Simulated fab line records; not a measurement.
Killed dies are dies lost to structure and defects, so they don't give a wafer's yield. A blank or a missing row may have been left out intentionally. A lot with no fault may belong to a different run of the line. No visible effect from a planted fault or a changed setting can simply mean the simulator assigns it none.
Which tool is to blame? | flow n5Finfet | 24 lots, 72 wafers sampled, at 6 steps of a route of 1938

== WHAT THE GAUGES READ, wafer by wafer ==
N5_MOL_CONTACT_COAG_OVL_MEAS_09. Usual: CA_OVL typically reads 0.2 nm, with standard deviation 0.62.
lot  | measured     | on         | CA_OVL (nm)    | flag
L074 | day 4 15:45  | overlay-01 | 1.3 0.7 1.4    | 
L075 | day 5 02:23  | overlay-01 | -0.1 0.8 0.8   | 
L076 | day 5 04:08  | overlay-01 | -0.4 0.1 1.1   | 
L077 | day 5 14:49  | overlay-02 | 1.1 -0.1 0.5   | 
L078 | day 5 15:47  | overlay-02 | 0.1 0.4 -0.6   | 
L079 | day 6 01:11  | overlay-02 | 0.5 0.9 0.9    | 
L080 | day 6 02:44  | overlay-01 | 0.1 0.0 -0.7   | 
L081 | day 6 09:13  | overlay-02 | -0.2 -0.1 -0.4 | 
L082 | day 6 18:47  | overlay-01 | 0.1 0.6 0.5    | 
L083 | day 6 22:19  | overlay-02 | -0.8 -1.0 -0.9 | 
L084 | day 7 08:06  | overlay-01 | 1.1 -0.2 0.0   | 
L085 | day 7 09:58  | overlay-02 | -0.3 0.6 -0.6  | 
L086 | day 7 18:45  | overlay-01 | -0.4 0.2 -0.3  | 
L087 | day 8 01:25  | overlay-02 | -0.5 -0.6 0.2  | 
L088 | day 8 03:53  | overlay-01 | 0.1 -0.2 0.4   | 
L089 | day 8 12:12  | overlay-02 | -0.3 0.2 -0.5  | 
L090 | day 8 13:39  | overlay-02 | -0.4 0.6 0.1   | 
L091 | day 8 21:58  | overlay-02 | 0.7 -0.5 -0.6  | 
L092 | day 9 09:04  | overlay-02 | 0.3 -0.4 0.7   | 
L093 | day 9 10:06  | overlay-02 | 0.9 0.5 0.4    | 
L094 | day 9 15:23  | overlay-02 | 0.7 1.0 1.3    | 
L095 | day 10 00:39 | overlay-01 | 0.7 0.7 0.3    | 
L096 | day 10 05:26 | overlay-02 | 1.2 -0.2 0.3   | 
L097 | day 10 10:02 | overlay-02 | 0.2 -0.4 -0.3  | 

N5_MOL_CONTACT_COAG_THK_MEAS_29. Usual: MD_CAP_THK typically reads 17.91 nm, with standard deviation 0.11.
lot  | measured     | on           | MD_CAP_THK (nm)   | flag
L074 | day 5 01:17  | filmMetro-02 | 18.03 18.06 17.99 | 
L075 | day 5 12:19  | filmMetro-02 | 17.79 17.76 17.88 | 
L076 | day 5 15:43  | filmMetro-02 | 17.90 18.00 17.94 | 
L077 | day 5 21:10  | filmMetro-02 | 18.06 18.00 18.08 | 
L078 | day 5 22:19  | filmMetro-01 | 17.80 17.97 17.81 | 
L079 | day 6 08:26  | filmMetro-02 | 17.70 17.67 17.89 | 
L080 | day 6 11:20  | filmMetro-01 | 17.90 17.87 17.94 | 
L081 | day 6 17:08  | filmMetro-02 | 17.74 17.82 17.86 | 
L082 | day 7 03:12  | filmMetro-02 | 18.06 17.77 17.82 | 
L083 | day 7 07:29  | filmMetro-02 | 18.03 18.00 18.01 | 
L084 | day 7 16:04  | filmMetro-01 | 17.72 17.74 17.87 | 
L085 | day 7 19:46  | filmMetro-02 | 17.95 18.05 17.99 | 
L086 | day 8 05:40  | filmMetro-02 | 17.97 17.89 17.79 | 
L087 | day 8 09:14  | filmMetro-02 | 17.82 17.87 18.01 | 
L088 | day 8 13:19  | filmMetro-02 | 17.78 17.85 18.04 | 
L089 | day 8 23:23  | filmMetro-02 | 17.93 18.11 18.11 | 
L090 | day 8 23:31  | filmMetro-02 | 17.87 17.97 17.76 | 
L091 | day 9 07:10  | filmMetro-02 | 17.90 17.95 17.87 | 
L092 | day 9 17:10  | filmMetro-01 | 17.89 17.84 17.89 | 
L093 | day 9 18:34  | filmMetro-02 | 17.96 18.06 18.00 | 
L094 | day 9 22:27  | filmMetro-02 | 17.82 17.95 17.98 | 
L095 | day 10 08:16 | filmMetro-02 | 17.67 17.76 17.71 | 
L096 | day 10 15:11 | filmMetro-02 | 18.00 17.99 17.92 | 
L097 | day 10 17:59 | filmMetro-01 | 17.98 18.14 17.93 | 

N5_MOL_CONTACT_COAG_INSPECT_42: inspects for defects (brightfield). Usual: rawDefectCount 219, standard deviation 54.
lot  | measured     | on               | rawDefectCount | flag
L074 | day 5 06:20  | defectInspect-02 | 217 267 199    | 
L075 | day 5 14:56  | defectInspect-01 | 173 177 172    | 
L076 | day 5 18:07  | defectInspect-01 | 222 180 358    | 
L077 | day 6 00:29  | defectInspect-01 | 388 229 269    | 
L078 | day 6 01:16  | defectInspect-02 | 140 95 150     | 
L079 | day 6 11:03  | defectInspect-01 | 162 134 212    | 
L080 | day 6 14:25  | defectInspect-01 | 195 174 214    | 
L081 | day 6 19:29  | defectInspect-02 | 248 218 307    | 
L082 | day 7 05:31  | defectInspect-02 | 180 224 202    | 
L083 | day 7 09:53  | defectInspect-02 | 281 292 164    | 
L084 | day 7 18:41  | defectInspect-01 | 197 237 165    | 
L085 | day 7 22:07  | defectInspect-01 | 213 207 279    | 
L086 | day 8 09:06  | defectInspect-01 | 211 187 191    | 
L087 | day 8 14:41  | defectInspect-01 | 209 243 276    | 
L088 | day 8 17:38  | defectInspect-01 | 185 243 251    | 
L089 | day 9 02:05  | defectInspect-02 | 240 214 311    | 
L090 | day 9 02:17  | defectInspect-01 | 269 264 205    | 
L091 | day 9 09:47  | defectInspect-02 | 226 202 160    | 
L092 | day 9 20:18  | defectInspect-02 | 240 249 250    | 
L093 | day 9 20:50  | defectInspect-02 | 179 261 133    | 
L094 | day 10 01:05 | defectInspect-02 | 168 310 197    | 
L095 | day 10 11:00 | defectInspect-02 | 107 170 147    | 
L096 | day 10 18:16 | defectInspect-01 | 242 171 176    | 
L097 | day 10 20:29 | defectInspect-02 | 301 259 292    | 

N5_BEOL_M0_SAQP_THK_MEAS_05. Usual: thkNm 59.6 nm, standard deviation 0.94.
lot  | measured     | on           | thkNm (nm)     | flag
L074 | day 5 15:47  | filmMetro-02 | 58.8 59.9 60.6 | 
L075 | day 5 20:21  | filmMetro-01 | 59.7 60.6 60.0 | 
L076 | day 6 00:26  | filmMetro-02 | 59.0 58.7 60.4 | 
L077 | day 6 05:53  | filmMetro-02 | 58.6 58.0 60.2 | 
L078 | day 6 09:35  | filmMetro-02 | 59.8 60.2 61.5 | 
L079 | day 6 17:07  | filmMetro-01 | 58.7 59.6 58.3 | 
L080 | day 6 20:39  | filmMetro-02 | 57.8 58.6 58.8 | 
L081 | day 7 01:51  | filmMetro-02 | 58.8 57.7 58.9 | 
L082 | day 7 13:07  | filmMetro-02 | 59.6 59.2 60.5 | 
L083 | day 7 17:10  | filmMetro-02 | 59.0 59.6 59.2 | 
L084 | day 8 01:04  | filmMetro-01 | 57.7 58.5 58.6 | 
L085 | day 8 03:45  | filmMetro-01 | 59.0 59.9 60.2 | 
L086 | day 8 16:53  | filmMetro-02 | 58.8 58.1 58.7 | 
L087 | day 8 22:55  | filmMetro-02 | 59.7 60.0 59.3 | 
L088 | day 9 02:03  | filmMetro-01 | 58.1 60.2 60.6 | 
L089 | day 9 08:56  | filmMetro-02 | 59.2 60.7 60.4 | 
L090 | day 9 11:46  | filmMetro-01 | 59.1 58.7 59.0 | 
L091 | day 9 16:06  | filmMetro-02 | 58.5 60.2 60.1 | 
L092 | day 10 02:28 | filmMetro-02 | 59.0 59.4 60.2 | 
L093 | day 10 05:47 | filmMetro-02 | 59.4 59.4 60.5 | 
L094 | day 10 08:56 | filmMetro-01 | 60.3 60.6 60.3 | 
L095 | day 10 20:58 | filmMetro-02 | 60.8 58.8 60.0 | 
L096 | day 10 23:58 | filmMetro-01 | 60.1 59.8 60.4 | 
L097 | day 11 02:59 | filmMetro-01 | 59.5 61.0 60.9 | 

== WHICH TOOL RAN EACH LOT (tool, then ch and the chambers of the sampled wafers, then the start) ==
lot  | N5_MOL_CONTACT_COAG_STRIP_98      | N5_MOL_CONTACT_COAG_VIA_ETCH_117
L074 | rieDiel-03 ch 0,2,3, day 4 16:12  | rieDiel-03 ch 1,2,3, day 5 06:50
L075 | rieDiel-06 ch 1,2,3, day 5 03:30  | rieDiel-03 ch 0,1,3, day 5 15:27
L076 | rieDiel-02 ch 0,1,3, day 5 04:32  | rieDiel-03 ch 0,3, day 5 19:11
L077 | rieDiel-06 ch 1,3, day 5 15:14    | rieDiel-02 ch 0,1,2, day 6 00:59
L078 | rieDiel-03 ch 0,1,2, day 5 16:13  | rieDiel-03 ch 2,3, day 6 01:50
L079 | rieDiel-02 ch 0,1,2, day 6 01:35  | rieDiel-06 ch 1,2,3, day 6 11:43
L080 | rieDiel-02 ch 0,1,2, day 6 03:09  | rieDiel-02 ch 0,1,2, day 6 14:56
L081 | rieDiel-02 ch 0,1, day 6 09:37    | rieDiel-03 ch 0,1,2, day 6 20:25
L082 | rieDiel-06 ch 2,3, day 6 19:12    | rieDiel-06 ch 0,2, day 7 06:14
L083 | rieDiel-02 ch 0,1, day 6 22:46    | rieDiel-03 ch 0,1,2, day 7 10:51
L084 | rieDiel-02 ch 0,1,2, day 7 08:38  | rieDiel-06 ch 1,2,3, day 7 19:23
L085 | rieDiel-02 ch 1,2,3, day 7 10:42  | rieDiel-02 ch 0,1,2, day 7 22:39
L086 | rieDiel-03 ch 0,1,2, day 7 19:10  | rieDiel-02 ch 0,1,2, day 8 11:20
L087 | rieDiel-03 ch 1,2,3, day 8 01:50  | rieDiel-03 ch 0,1,2, day 8 17:16
L088 | rieDiel-06 ch 0,2,3, day 8 04:18  | rieDiel-02 ch 1,3, day 8 19:28
L089 | rieDiel-03 ch 0,3, day 8 14:19    | rieDiel-06 ch 2,3, day 9 03:02
L090 | rieDiel-02 ch 0,1,3, day 8 15:46  | rieDiel-02 ch 0,2, day 9 03:02
L091 | rieDiel-02 ch 0,1,2, day 8 22:47  | rieDiel-06 ch 1,3, day 9 10:22
L092 | rieDiel-06 ch 0,1,3, day 9 09:37  | rieDiel-06 ch 0,1,2, day 9 21:08
L093 | rieDiel-03 ch 0,2,3, day 9 10:58  | rieDiel-06 ch 0,3, day 9 21:54
L094 | rieDiel-02 ch 0,2, day 9 15:48    | rieDiel-06 ch 1,3, day 10 02:10
L095 | rieDiel-03 ch 1,2, day 10 01:15   | rieDiel-06 ch 0,2,3, day 10 11:38
L096 | rieDiel-03 ch 1,2,3, day 10 05:51 | rieDiel-03 ch 1,3, day 10 18:55
L097 | rieDiel-06 ch 0,1, day 10 10:34   | rieDiel-06 ch 0,1,3, day 10 21:11
- N5_MOL_CONTACT_COAG_STRIP_98: strips in N2/H2.
- N5_MOL_CONTACT_COAG_VIA_ETCH_117: etches SiO2 in C4F6/O2, target depth 40 nm, overetch 8 nm, time 26 s.

== AS READ BY THE TOOLS THEMSELVES (means over the sampled wafers that have a number; for cases with no such wafer, the mark the record gives instead) ==
N5_MOL_CONTACT_COAG_STRIP_98. Usual: drypumpMotorCurrentA 5.59 A, standard deviation 0.28; oesProductAu 0.79 a.u., standard deviation 0.085; rfVppV 54.1 V, standard deviation 1.4; showerheadPlenumPTorr 3.32 Torr, standard deviation 0.085; throttleValvePct 19.1 %, standard deviation 0.54.
lot  | tool       | drypumpMotorCurrentA (A) | oesProductAu (a.u.) | rfVppV (V) | showerheadPlenumPTorr (Torr) | throttleValvePct (%) | flag
L074 | rieDiel-03 | 5.59                     | 0.82                | 55.4       | 3.42                         | 18.7                 | 
L075 | rieDiel-06 | 5.64                     | 0.85                | 52.5       | 3.36                         | 19.0                 | 
L076 | rieDiel-02 | 5.55                     | 0.74                | 54.2       | 3.29                         | 19.5                 | 
L077 | rieDiel-06 | 5.78                     | 0.78                | 53.9       | 3.27                         | 18.7                 | 
L078 | rieDiel-03 | 5.34                     | 0.82                | 54.5       | 3.36                         | 18.5                 | 
L079 | rieDiel-02 | 5.55                     | 0.73                | 52.5       | 3.28                         | 19.5                 | 
L080 | rieDiel-02 | 5.53                     | 0.74                | 54.5       | 3.28                         | 19.5                 | 
L081 | rieDiel-02 | 5.39                     | 0.76                | 54.5       | 3.25                         | 19.3                 | 
L082 | rieDiel-06 | 5.67                     | 0.81                | 53.8       | 3.35                         | 19.4                 | 
L083 | rieDiel-02 | 5.36                     | 0.76                | 53.7       | 3.25                         | 19.3                 | 
L084 | rieDiel-02 | 5.54                     | 0.74                | 53.9       | 3.27                         | 19.5                 | 
L085 | rieDiel-02 | 5.55                     | 0.82                | 54.4       | 3.30                         | 19.4                 | 
L086 | rieDiel-03 | 5.36                     | 0.81                | 55.5       | 3.35                         | 18.5                 | 
L087 | rieDiel-03 | 5.62                     | 0.81                | 54.6       | 3.32                         | 18.6                 | 
L088 | rieDiel-06 | 5.83                     | 0.79                | 53.8       | 3.29                         | 19.0                 | 
L089 | rieDiel-03 | 5.40                     | 0.71                | 54.1       | 3.42                         | 18.8                 | 
L090 | rieDiel-02 | 5.58                     | 0.81                | 53.1       | 3.27                         | 19.5                 | 
L091 | rieDiel-02 | 5.56                     | 0.72                | 54.5       | 3.26                         | 19.6                 | 
L092 | rieDiel-06 | 5.80                     | 0.80                | 54.0       | 3.29                         | 18.6                 | 
L093 | rieDiel-03 | 5.58                     | 0.76                | 55.4       | 3.39                         | 18.7                 | 
L094 | rieDiel-02 | 5.70                     | 0.71                | 54.2       | 3.26                         | 19.8                 | 
L095 | rieDiel-03 | 5.57                     | 0.85                | 54.7       | 3.32                         | 18.5                 | 
L096 | rieDiel-03 | 5.65                     | 0.79                | 53.1       | 3.30                         | 18.6                 | 
L097 | rieDiel-06 | 5.64                     | 0.85                | 53.6       | 3.37                         | 18.5                 | 

N5_MOL_CONTACT_COAG_VIA_ETCH_117. Usual: drypumpMotorCurrentA 5.6 A, standard deviation 0.3; oesProductAu 0.72 a.u., standard deviation 0.073; rfVppV 1579 V, standard deviation 43; showerheadPlenumPTorr 2.80 Torr, standard deviation 0.082; throttleValvePct 41.0 %, standard deviation 0.64.
lot  | tool       | drypumpMotorCurrentA (A) | oesProductAu (a.u.) | rfVppV (V) | showerheadPlenumPTorr (Torr) | throttleValvePct (%) | flag
L074 | rieDiel-03 | 5.6                      | 0.76                | 1607       | 2.82                         | 40.7                 | 
L075 | rieDiel-03 | 5.4                      | 0.69                | 1596       | 2.83                         | 40.6                 | 
L076 | rieDiel-03 | 5.4                      | 0.65                | 1594       | 2.90                         | 40.8                 | 
L077 | rieDiel-02 | 5.5                      | 0.68                | 1564       | 2.75                         | 41.7                 | 
L078 | rieDiel-03 | 5.9                      | 0.74                | 1584       | 2.85                         | 40.8                 | 
L079 | rieDiel-06 | 5.6                      | 0.74                | 1552       | 2.83                         | 41.3                 | 
L080 | rieDiel-02 | 5.5                      | 0.67                | 1565       | 2.75                         | 41.7                 | 
L081 | rieDiel-03 | 5.3                      | 0.74                | 1626       | 2.85                         | 40.8                 | 
L082 | rieDiel-06 | 5.9                      | 0.80                | 1574       | 2.79                         | 40.8                 | 
L083 | rieDiel-03 | 5.3                      | 0.72                | 1626       | 2.85                         | 40.8                 | 
L084 | rieDiel-06 | 5.6                      | 0.73                | 1552       | 2.82                         | 41.3                 | 
L085 | rieDiel-02 | 5.5                      | 0.66                | 1564       | 2.75                         | 41.7                 | 
L086 | rieDiel-02 | 5.5                      | 0.66                | 1563       | 2.74                         | 41.7                 | 
L087 | rieDiel-03 | 5.3                      | 0.71                | 1626       | 2.84                         | 40.8                 | 
L088 | rieDiel-02 | 5.6                      | 0.77                | 1626       | 2.78                         | 41.9                 | 
L089 | rieDiel-06 | 5.7                      | 0.71                | 1542       | 2.82                         | 41.6                 | 
L090 | rieDiel-02 | 5.7                      | 0.64                | 1535       | 2.74                         | 41.3                 | 
L091 | rieDiel-06 | 5.6                      | 0.74                | 1560       | 2.82                         | 41.0                 | 
L092 | rieDiel-06 | 5.7                      | 0.78                | 1571       | 2.84                         | 41.0                 | 
L093 | rieDiel-06 | 5.9                      | 0.68                | 1544       | 2.71                         | 40.7                 | 
L094 | rieDiel-06 | 5.7                      | 0.68                | 1541       | 2.75                         | 41.0                 | 
L095 | rieDiel-06 | 5.8                      | 0.71                | 1552       | 2.76                         | 41.0                 | 
L096 | rieDiel-03 | 5.4                      | 0.69                | 1598       | 2.74                         | 40.5                 | 
L097 | rieDiel-06 | 5.8                      | 0.73                | 1562       | 2.77                         | 40.7                 | 

== THE ANSWER, worked out from the rows above alone ==
Rule: a lot counts as off when the mean over its wafers that have a number is more than 3 standard deviations away from the usual mean. A lot without any number at a reading at which 4 lots or more have one is off too. Any other lot the step has rows for is counted as sound. Order of review: gauges by route order, followed by the tools' own readings, for which a lot's mean as printed above is used. At the first step where some lot is off, the reading lying furthest off is the one used; lots without a number count as furthest.
No lot is off on any of the readings shown, so nothing can be concluded from this.

== WHAT THE SIMULATOR HAD INSERTED ==
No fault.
